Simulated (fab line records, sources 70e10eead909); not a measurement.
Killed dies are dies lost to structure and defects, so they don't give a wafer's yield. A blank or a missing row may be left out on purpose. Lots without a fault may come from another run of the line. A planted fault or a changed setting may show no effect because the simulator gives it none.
Which tool did it? | flow nand_harc | 9 lots, 23 wafers sampled, at 9 steps of a route of 1159

WHAT THE GAUGES READ, wafer by wafer
NHARC_A_CHANNEL_HOLE_D1_CD_MEAS_10: target cd 100 nm.
lot  | measured     | on        | cd_nm (nm)
L379 | day 8 14:54  | cd_sem-02 | 99.8 99.8 99.5
L382 | day 9 11:39  | cd_sem-02 | 99.1 98.8 99.2
L384 | day 10 16:41 | cd_sem-02 | 99.3 99.0 99.5
L391 | day 11 23:59 | cd_sem-01 | 117.0 116.8
L392 | day 12 01:38 | cd_sem-01 | 117.0 117.1
L393 | day 12 07:07 | cd_sem-01 | 100.0 100.5 99.7
L394 | day 12 16:11 | cd_sem-02 | 98.9 100.1 99.5
L395 | day 13 07:34 | cd_sem-03 | 99.4 100.4 99.8
L399 | day 13 17:21 | cd_sem-01 | 99.6 99.4 100.5

NHARC_A_CHANNEL_HOLE_D1_CD_MEAS_18.
lot  | measured     | on        | cd_nm (nm)
L379 | day 8 16:12  | cd_sem-03 | 107 92 99
L382 | day 9 12:57  | cd_sem-01 | 94 101 105
L384 | day 10 17:58 | cd_sem-03 | 100 107 96
L391 | day 12 08:47 | cd_sem-01 | 115 115
L392 | day 12 04:31 | cd_sem-03 | 115 115
L393 | day 12 08:38 | cd_sem-02 | 97 100 96
L394 | day 12 17:28 | cd_sem-01 | 99 101 98
L395 | day 13 08:52 | cd_sem-01 | 97 100 98
L399 | day 13 18:52 | cd_sem-01 | 97 94 98

NHARC_END_WLT_00.
lot  | measured     | on        | VT_DECK1_BOTTOM   | VT_DECK1_BOTTOM_INNER | VT_DECK1_MEDIAN_NEAR_BOTTOM | VT_DECK1_MEDIAN_NEAR_BOTTOM_INNER | VT_DECK1_MIDDLE   | VT_DECK1_MIDDLE_INNER | VT_DECK1_TOP      | VT_DECK1_TOP_INNER
L379 | day 19 07:21 | prober-01 | 0.876 0.866 0.863 | 0.872 0.864 0.864     | 0.867 0.851 0.859           | 0.875 0.859 0.870                 | 0.884 0.879 0.883 | 0.872 0.876 0.884     | 0.885 0.883 0.888 | 0.893 0.887 0.876
L382 | day 24 01:13 | prober-02 | 0.871 0.871 0.869 | 0.880 0.866 0.874     | 0.870 0.875 0.871           | 0.867 0.885 0.876                 | 0.881 0.891 0.885 | 0.880 0.886 0.885     | 0.896 0.900 0.898 | 0.898 0.900 0.896
L384 | day 24 10:10 | prober-01 | 0.881 0.874 0.875 | 0.878 0.873 0.874     | 0.882 0.876 0.879           | 0.882 0.874 0.875                 | 0.887 0.890 0.887 | 0.898 0.889 0.894     | 0.901 0.901 0.897 | 0.898 0.902 0.898
L391 | day 26 23:59 | prober-01 | 0.910             | 0.904                 | 0.906                       | 0.912                             | 0.926             | 0.920                 | 0.927             | 0.921
L392 | day 25 17:11 | prober-02 | 0.930             | 0.922                 | 0.929                       | 0.919                             | 0.936             | 0.939                 | 0.939             | 0.942
L393 | day 25 23:30 | prober-02 | 0.878 0.869 0.874 | 0.880 0.873 0.878     | 0.872 0.877 0.880           | 0.878 0.874 0.875                 | 0.888 0.889 0.881 | 0.890 0.880 0.888     | 0.899 0.888 0.895 | 0.897 0.900 0.897
L394 | day 25 16:42 | prober-01 | 0.871 0.866 0.870 | 0.873 0.857 0.871     | 0.868 0.872 0.869           | 0.866 0.868 0.867                 | 0.878 0.883 0.878 | 0.889 0.882 0.889     | 0.896 0.902 0.891 | 0.892 0.901 0.886
L395 | day 26 07:49 | prober-01 | 0.875 0.870 0.871 | 0.871 0.881 0.872     | 0.886 0.860 0.873           | 0.876 0.878 0.870                 | 0.878 0.886 0.883 | 0.884 0.884 0.889     | 0.892 0.900 0.895 | 0.894 0.898 0.894
L399 | day 26 16:08 | prober-02 | 0.883 0.871 0.874 | 0.873 0.874 0.878     | 0.878 0.880 0.881           | 0.881 0.876 0.875                 | 0.891 0.886 0.892 | 0.894 0.887 0.890     | 0.889 0.902 0.903 | 0.896 0.899 0.891

NHARC_END_SORT_01.
lot  | measured     | on        | killed_at_array | killed_at_other | killed_at_periphery | killed_dies | killed_open | killed_short
L391 | day 27 04:28 | prober-01 | 320             | 0               | 2                   | 322         | 0           | 1
L392 | day 25 21:06 | prober-02 | 126             | 1               | 1                   | 128         | 3           | 5

WHICH TOOL RAN EACH LOT (tool, then ch and the chambers of the sampled wafers, then the start)
lot  | NHARC_P_BONDPAD_ACTIVATE_29        | NHARC_A_ZERO_WELL_ETCH_13        | NHARC_A_CHANNEL_HOLE_D1_PEB_08    | NHARC_A_CHANNEL_HOLE_D1_ETCH_21  | NHARC_A_CHANNEL_HOLE_D1_XSEM_31
L379 | rie_diel-04 ch 1,2,3, day 6 22:15  | rie_si-05 ch 0,2,3, day 6 23:53  | litho_track-06 ch 0, day 8 14:49  | har_etch-02 ch 0,1, day 8 16:46  | xsem-02 ch 0, day 8 21:54
L382 | rie_diel-04 ch 0,1,2, day 7 20:22  | rie_si-03 ch 0,1,3, day 7 21:53  | litho_track-06 ch 0, day 9 11:34  | har_etch-02 ch 0,1, day 9 13:46  | xsem-01 ch 0, day 9 19:20
L384 | rie_diel-04 ch 2,3, day 8 15:52    | rie_si-03 ch 0,1, day 8 17:28    | litho_track-06 ch 0, day 10 16:36 | har_etch-02 ch 0,1, day 10 18:38 | xsem-01 ch 0, day 10 23:43
L391 | rie_diel-04 ch 1, day 10 07:01     | rie_si-05 ch 0, day 10 08:33     | litho_track-06 ch 0, day 11 23:54 | har_etch-02 ch 0, day 12 14:23   | xsem-02 ch 0, day 12 20:59
L392 | rie_diel-04 ch 3, day 10 07:17     | rie_si-03 ch 2, day 10 08:56     | litho_track-06 ch 0, day 12 01:33 | har_etch-01 ch 0, day 12 08:25   | xsem-01 ch 0, day 12 22:16
L393 | rie_diel-12 ch 0,2, day 10 16:06   | rie_si-02 ch 1,2,3, day 10 17:45 | litho_track-04 ch 0, day 12 07:02 | har_etch-02 ch 0, day 12 09:13   | xsem-02 ch 0, day 12 14:19
L394 | rie_diel-04 ch 1,2,3, day 11 00:55 | rie_si-03 ch 1,2,3, day 11 02:31 | litho_track-04 ch 0, day 12 16:05 | har_etch-01 ch 0,1, day 12 18:07 | xsem-01 ch 0, day 12 23:11
L395 | rie_diel-04 ch 0,1,2, day 11 15:41 | rie_si-02 ch 1,3, day 11 17:17   | litho_track-04 ch 0, day 13 07:29 | har_etch-01 ch 0, day 13 09:22   | xsem-01 ch 0, day 13 14:34
L399 | rie_diel-04 ch 0,1, day 11 23:04   | rie_si-05 ch 1,2, day 12 00:40   | litho_track-04 ch 0, day 13 17:16 | har_etch-02 ch 0,1, day 13 19:31 | xsem-01 ch 0, day 14 01:01
- NHARC_P_BONDPAD_ACTIVATE_29: chemistry N2, time 60 s.
- NHARC_A_ZERO_WELL_ETCH_13: etches the open film in HBr/Cl2, target depth 120 nm, time 40.1 s.
- NHARC_A_CHANNEL_HOLE_D1_PEB_08: peb time 65 s.
- NHARC_A_CHANNEL_HOLE_D1_ETCH_21: etches the open film in C4F8/O2/Ar, time 514.3 s, target depth 1600 nm.
- NHARC_A_CHANNEL_HOLE_D1_XSEM_31

WHAT THE TOOLS THEMSELVES READ (means of the sampled wafers that have a number; where no wafer has one, the mark that the record gives instead)
NHARC_P_BONDPAD_ACTIVATE_29.
lot  | tool        | drypump_motor_current_A (A) | mfc_ar_sccm (sccm) | oes_product_au (a.u.) | rf_vpp_V (V) | showerhead_plenum_p_Torr (Torr)
L379 | rie_diel-04 | 5.6                         | 0.016              | 0.997                 | 64.6         | 1.81
L382 | rie_diel-04 | 5.2                         | 0.006              | 1.022                 | 63.5         | 1.77
L384 | rie_diel-04 | 5.7                         | 0.010              | 1.004                 | 64.3         | 1.85
L391 | rie_diel-04 | 5.0                         | 0.017              | 1.013                 | 64.8         | 1.73
L392 | rie_diel-04 | 6.5                         | 0.030              | 0.990                 | 66.4         | 1.81
L393 | rie_diel-12 | 5.9                         | 0.000              | 1.015                 | 63.3         | 1.80
L394 | rie_diel-04 | 5.6                         | 0.016              | 1.012                 | 64.3         | 1.80
L395 | rie_diel-04 | 5.2                         | 0.006              | 1.018                 | 64.4         | 1.76
L399 | rie_diel-04 | 5.2                         | 0.006              | 1.004                 | 63.2         | 1.70

NHARC_A_ZERO_WELL_ETCH_13.
lot  | tool      | bias_w (W) | drypump_motor_current_A (A) | oes_product_au (a.u.) | throttle_valve_pct (%)
L379 | rie_si-05 | 99.90      | 5.4                         | 0.997                 | 26.404
L382 | rie_si-03 | 100.27     | 6.0                         | 1.000                 | 26.409
L384 | rie_si-03 | 100.11     | 5.9                         | 1.004                 | 26.403
L391 | rie_si-05 | 99.66      | 5.1                         | 1.000                 | 26.409
L392 | rie_si-03 | 99.76      | 5.9                         | 0.993                 | 26.399
L393 | rie_si-02 | 100.14     | 5.6                         | 0.994                 | 26.402
L394 | rie_si-03 | 100.02     | 6.0                         | 0.981                 | 26.406
L395 | rie_si-02 | 99.56      | 5.8                         | 0.983                 | 26.411
L399 | rie_si-05 | 99.74      | 5.2                         | 1.007                 | 26.406

NHARC_A_CHANNEL_HOLE_D1_ETCH_21.
lot  | tool        | drypump_motor_current_A (A) | esc_clamp_current_uA | mfc_ar_sccm (sccm) | o2_flow_sccm (sccm) | showerhead_plenum_p_Torr (Torr) | throttle_valve_pct (%)
L379 | har_etch-02 | 6.3                         | 0.02086              | 375.1              | 35.77               | 3.76                            | 32.157
L382 | har_etch-02 | 6.0                         | 0.02072              | 375.2              | 35.75               | 3.64                            | 32.155
L384 | har_etch-02 | 6.0                         | 0.02073              | 374.9              | 35.66               | 3.63                            | 32.147
L391 | har_etch-02 | 5.7                         | 0.02048              | 374.2              | 35.75               | 3.51                            | 32.149
L392 | har_etch-01 | 5.5                         | 0.02105              | 374.2              | 35.72               | 3.75                            | 32.147
L393 | har_etch-02 | 5.7                         | 0.02054              | 376.9              | 35.64               | 3.50                            | 32.153
L394 | har_etch-01 | 5.5                         | 0.02089              | 375.6              | 35.80               | 3.77                            | 32.163
L395 | har_etch-01 | 5.5                         | 0.02105              | 376.1              | 35.69               | 3.75                            | 32.161
L399 | har_etch-02 | 6.4                         | 0.02090              | 374.8              | 35.82               | 3.73                            | 32.144

NHARC_A_CHANNEL_HOLE_D1_XSEM_31.
lot  | tool    | bot_cd_nm (nm) | bow_nm (nm) | tilt_deg (degrees)
L379 | xsem-02 | 75.0           | 8.78        | -0.03
L382 | xsem-01 | 75.1           | 8.75        | 0.10
L384 | xsem-01 | 74.5           | 8.65        | 0.04
L391 | xsem-02 | 94.6           | 8.82        | 0.04
L392 | xsem-01 | 92.8           | 8.58        | 0.11
L393 | xsem-02 | 77.0           | 8.28        | 0.16
L394 | xsem-01 | 74.0           | 9.11        | 0.09
L395 | xsem-01 | 76.4           | 8.51        | 0.15
L399 | xsem-01 | 75.0           | 8.77        | 0.02

THE ANSWER, worked out from the rows above alone
Rule: what is usual is taken from the lots themselves. Put in order of their means at a reading, lots are off if they are a third of the lots or fewer, leave a main group of 4 or more, and stand apart from it by a gap of 3 or more times the standard deviation of the main group's means; of several such gaps the widest counts. A main group whose means are all the same, to the digits that the tables above print for the reading, isn't used. A lot without any number at a reading at which 4 lots or more have one is off too. The other lots that the step has rows for count as sound. The gauges are gone through in route order, then the tools' own readings, and for those a lot's mean is taken as printed above. The first step at which some lot is off is used, and at that step the reading that is off furthest; a lot without a number counts as furthest.
Off: L391, L392, at NHARC_A_CHANNEL_HOLE_D1_CD_MEAS_10 (cd_nm). The main group: mean 99.6 nm, standard deviation 0.34.
A tool fits if, at a process step before that reading, it ran every lot that is off, and no sound lot after the first of them. The gauges at NHARC_A_CHANNEL_HOLE_D1_CD_MEAS_10 aren't tried: what is off there is off at NHARC_END_WLT_00 too, on other tools, and a gauge's error can't cause that. One fits: litho_track-06 at NHARC_A_CHANNEL_HOLE_D1_PEB_08. Its last sound lot is L384 (day 10 16:36), its first lot that is off L391 (day 11 23:54): a fault that began between those two fits.

WHAT THE SIMULATOR HAD PUT IN
Process parameter drift: litho_track-06, from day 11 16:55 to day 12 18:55, at NHARC_A_CHANNEL_HOLE_D1_PEB_08. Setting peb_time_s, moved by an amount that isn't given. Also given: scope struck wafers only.
Lots struck among those shown: L391, L392. The rule above found the same.
